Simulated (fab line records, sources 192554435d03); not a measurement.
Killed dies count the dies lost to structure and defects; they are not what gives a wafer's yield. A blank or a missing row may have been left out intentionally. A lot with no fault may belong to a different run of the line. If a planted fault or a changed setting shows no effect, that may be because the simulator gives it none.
Struck lot and sound lot, side by side -- flow n5 finfet -- 14 out of 1938 route steps
Sound: the wafers L586.2, L586.5, L586.6. Struck: wafer L587.1 (left out: L587.4, a lot-mate that was not struck); the cause follows at the end.
For every step that has rows: the tool of each side, followed by ch and its chambers, followed by its first start. Under that, the readings that differ: sound wafers -- struck wafers -- difference of the means -- sigmas: that difference in standard deviations of wafers without a fault.
alike: readings whose means differ by less than 2 such deviations, and words and numbers that are the same on both sides. not compared: withheld readings, readings that some wafer has no value for, bounds like >300 that may hide the same value, and numbers for which the record gives no deviation and whose values overlap.
Wherever a step has rows on one side only, a row that says differs or no value, or a row with sigmas, the two part there. When numbers do not overlap yet have no deviation, they are printed without sigmas and do not part them. Lack of a reading on every wafer of one side parts them only where that side has two or more wafers.

first, 4 steps without rows for these wafers: N5_BEOL_M7_SOFTBAKE_06 (time 60 s); N5_BEOL_M7_EXPOSE_08 (exposes mask M7); N5_BEOL_M7_PEB_09 (peb time 60 s); N5_BEOL_M7_DEVELOP_10 (develop time 30 s).
N5_BEOL_M7_CD_MEAS_11 targets a cd of 38.5 nm.
  sound on cd sem-01 ch 0, day 12 04:17; struck on cd sem-03 ch 0, day 12 11:31
  alike: cd nm
N5_BEOL_M7_OVL_MEAS_12:
  sound on overlay-02 ch 0, day 12 04:19; struck on overlay-02 ch 0, day 12 11:33
  alike: M7_OVL
N5_BEOL_M7_INSPECT_13: inspects for defects (brightfield).
  sound on defect inspect-01 at day 12 04:20; struck on defect inspect-02 at day 12 11:34
  alike: raw defect count
N5_BEOL_M7_DESCUM_16: chemistry O2, time 7.9 s.
  sound on rie diel-04 ch 0,1,3, day 12 04:22; struck on rie diel-03 ch 1, day 12 11:37
  alike: drypump motor current A, oes product au, rf fwd power W, rf vpp V, showerhead plenum p Torr, temp c, throttle valve pct
  not compared: rf hours counter h
N5_BEOL_M7_ETCH_61: etches SiARC in CF4, target depth 45.5 nm, time 75.8 s.
  sound on rie diel-04 ch 0,1,3, day 12 04:24; struck on rie diel-03 ch 1, day 12 11:38
  alike: drypump motor current A, etch rf on time s, oes product au, rf fwd power W, rf vpp V, showerhead plenum p Torr, throttle valve pct
  not compared: rf hours counter h
N5_BEOL_M7_ETCH_62: etches SOC in N2/H2, target depth 110 nm, overetch 22 nm, time 165 s.
  sound on rie diel-04 ch 0,1,3, day 12 04:28; struck on rie diel-03 ch 1, day 12 11:42
  alike: drypump motor current A, oes product au, rf fwd power W, rf vpp V, showerhead plenum p Torr, temp c, throttle valve pct
  not compared: rf hours counter h
then, 1 step without rows for these wafers: N5_BEOL_M7_STRIP_68 (strips in N2/H2).
N5_BEOL_M7_STRIP_67: strips in CF4.
  sound on rie diel-04 ch 0,1,3, day 12 04:36; struck on rie diel-03 ch 1, day 12 11:50
  alike: drypump motor current A, oes product au, rf vpp V, showerhead plenum p Torr, throttle valve pct
  not compared: rf hours counter h
N5_BEOL_M7_HM_OPEN_17: chemistry Cl2/BCl3, target TiN, target depth 20 nm, overetch 6 nm.
  sound on rie metal-01 ch 1, day 12 04:40; struck on rie metal-01 ch 1, day 12 11:53
reading,sound,struck,difference,sigmas
rf hours counter h (h),- - -,22,no value on the sound wafers,
model.SOC_of_BEOL_M7_COAT_59.thk nm (nm),92.2 91.8 92,87.6,-4.4,
  alike: drypump motor current A, oes product au, rf fwd power W, throttle valve pct
N5_BEOL_M7_STRIP_19: strips in O2.
  sound on rie diel-04 ch 0,1,3, day 12 04:52; struck on rie diel-03 ch 0, day 12 12:02
reading,sound,struck,difference,sigmas
oes product au (a.u.),0.69 0.70 0.70,0.95,+0.25,+4
throttle valve pct (%),16.82 16.94 16.74,16.34,-0.49,-3
  alike: drypump motor current A, rf vpp V, showerhead plenum p Torr, temp c
  not compared: rf hours counter h

## WHERE THEY PART
Earliest at N5_BEOL_M7_HM_OPEN_17; latest, in this record, at N5_BEOL_M7_STRIP_19.

WHY: whatever the simulator had introduced
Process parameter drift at N5_BEOL_M7_HM_OPEN_17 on rie metal-01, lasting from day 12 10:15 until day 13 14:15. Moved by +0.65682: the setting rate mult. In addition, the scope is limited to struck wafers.
